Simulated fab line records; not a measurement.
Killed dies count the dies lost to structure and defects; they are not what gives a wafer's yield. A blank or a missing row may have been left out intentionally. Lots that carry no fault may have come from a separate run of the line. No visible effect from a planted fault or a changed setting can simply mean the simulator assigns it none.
A struck lot beside a sound one | flow n5Finfet | 15 steps out of a route of 1938
Sound: the wafers L333.3, L333.4, L333.6. Struck: wafer L334.6; the same lot's L334.5 was not struck, so it is left out; see the end for the cause.
Order at every step that has rows: each side's tool, ch and its chambers, its first start. Under that, the readings that differ: sound wafers | struck wafers | difference of the means | sigmas: that difference in standard deviations of wafers without a fault.
alike: readings whose means differ by less than 2 such deviations, and words and numbers that are the same on both sides. not compared: withheld readings, readings that some wafer has no value for, bounds like >300 that may hide the same value, and numbers for which the record gives no deviation and whose values overlap.
The two part at a step that has a row with sigmas, a row that says differs or no value, or rows on one side only. When numbers do not overlap yet have no deviation, they are printed without sigmas and do not part them. A reading missing from all wafers of one side parts the sides only when that side holds two or more wafers.

N5_BEOL_M8_STRIP_80: strips in N2/H2, time 10 s.
  sound on rieDiel-06 ch 1,3; struck on rieDiel-03 ch 0
reading           | sound             | struck | difference | sigmas
h2FlowSccm (sccm) | 199.2 199.1 199.7 | 200.6  | +1.3       | +2
  alike: drypumpMotorCurrentA, n2FlowSccm, oesProductAu, rfVppV, showerheadPlenumPTorr, throttleValvePct
  not compared: rfHoursCounterH
N5_BEOL_M8_OCD_MEAS_38:
  sound on ocd-02 at day 9 22:44; struck on ocd-01 at day 10 08:16
  alike: trenchDepthNm
then, 4 steps without rows for these wafers: N5_BEOL_M8_HM_STRIP_39 (strips TiN in peroxide tin strip, target depth 25 nm, time 158 s); N5_BEOL_M8_SRD_40 (time 30 s); N5_BEOL_M8_PRECLEAN_42 (cleans in residue remover, time 60 s); N5_BEOL_M8_SRD_43 (time 30 s).
N5_BEOL_M8_CD_MEAS_35: target cd 40 nm.
  sound on cdSem-02 at day 9 22:53; struck on cdSem-01 at day 10 08:25
  alike: cdNm
N5_BEOL_M8_CURE_75: cures SiCOH lowk, time 120 s.
  sound on uvCure-02 ch 2, day 9 23:02; struck on uvCure-03 ch 0, day 10 08:42
reading          | sound             | struck | difference | sigmas
wafer_temp_C_max | 371.2 371.7 371.3 | 373.7  | +2.3       | +4
  alike: lampPowerPct
N5_BEOL_M8_DEGAS_44: time 60 s.
  sound on pvdSputter-01 at day 9 23:36; struck on pvdSputter-02 at day 10 08:53
  alike: heaterPowerW
then, 1 step without rows for these wafers: N5_BEOL_M8_PRE_CLEAN_45 (time 30 s).
N5_BEOL_M8_ALD_77: deposits TaN, target thk 2 nm, pulse time 2 s, purge time 3 s.
  sound on aldMetal-01 ch 2,3, day 9 23:48; struck on aldMetal-02 ch 2, day 10 09:07
reading                    | sound             | struck | difference | sigmas
chamberPressureTorr (Torr) | 2.995 2.992 2.998 | 3.008  | +0.013     | +2
  alike: heaterPowerW, precursorVesselTempC
then, 1 step without rows for these wafers: N5_BEOL_M8_SURFACE_TREAT_79.
N5_BEOL_M8_CVD_78: deposits Co from CCTBA/H2, target thk 2 nm, time 142.3 s.
  sound on cvdCo-02 ch 1,2, day 10 00:08; struck on cvdCo-02 ch 0, day 10 10:58
reading        | sound             | struck | difference | sigmas
runLengthS (s) | 164.8 165.0 164.6 | 168.5  | +3.7       | +8
  alike: chamberPressureTorr
N5_BEOL_M8_SPUTTER_48: material Cu, target thk 10 nm, time 1.667 s.
  sound on pvdSputter-01 at day 10 00:19; struck on pvdSputter-03 at day 10 11:07
reading              | sound             | struck | difference | sigmas
chuckSensorTempC (C) | -16.2 -16.5 -16.3 | -15.0  | +1.3       | +2
  alike: cathodeDcPowerW, substrateTempC, throttleValvePct
-- here the record skips 3 days between the struck wafers' starts before and after, leaving off in module BEOL_M8 and picking up in module PASSIVATION (first step shown: number 1936 of the route) --
N5_PASSIVATION_PROBE_49:
  sound on prober-01 at day 12 13:35; struck on prober-02 at day 13 11:03
  alike: defectLimitedYield, killed_at_M0_to_M3, killed_at_M4_up, killedAtContacts, killedAtFrontEnd, killedAtOther, killedDies, killedOpen, killedShort, sort_bin_5_function, sort_bin_6_memory, sortNPass, sortYieldPct

WHERE THEY PART
At N5_BEOL_M8_STRIP_80 first; at N5_BEOL_M8_SPUTTER_48 last (within this record only). Later steps at which nothing parts them and some readings are alike: N5_PASSIVATION_PROBE_49.

WHY: the cause the simulator had injected
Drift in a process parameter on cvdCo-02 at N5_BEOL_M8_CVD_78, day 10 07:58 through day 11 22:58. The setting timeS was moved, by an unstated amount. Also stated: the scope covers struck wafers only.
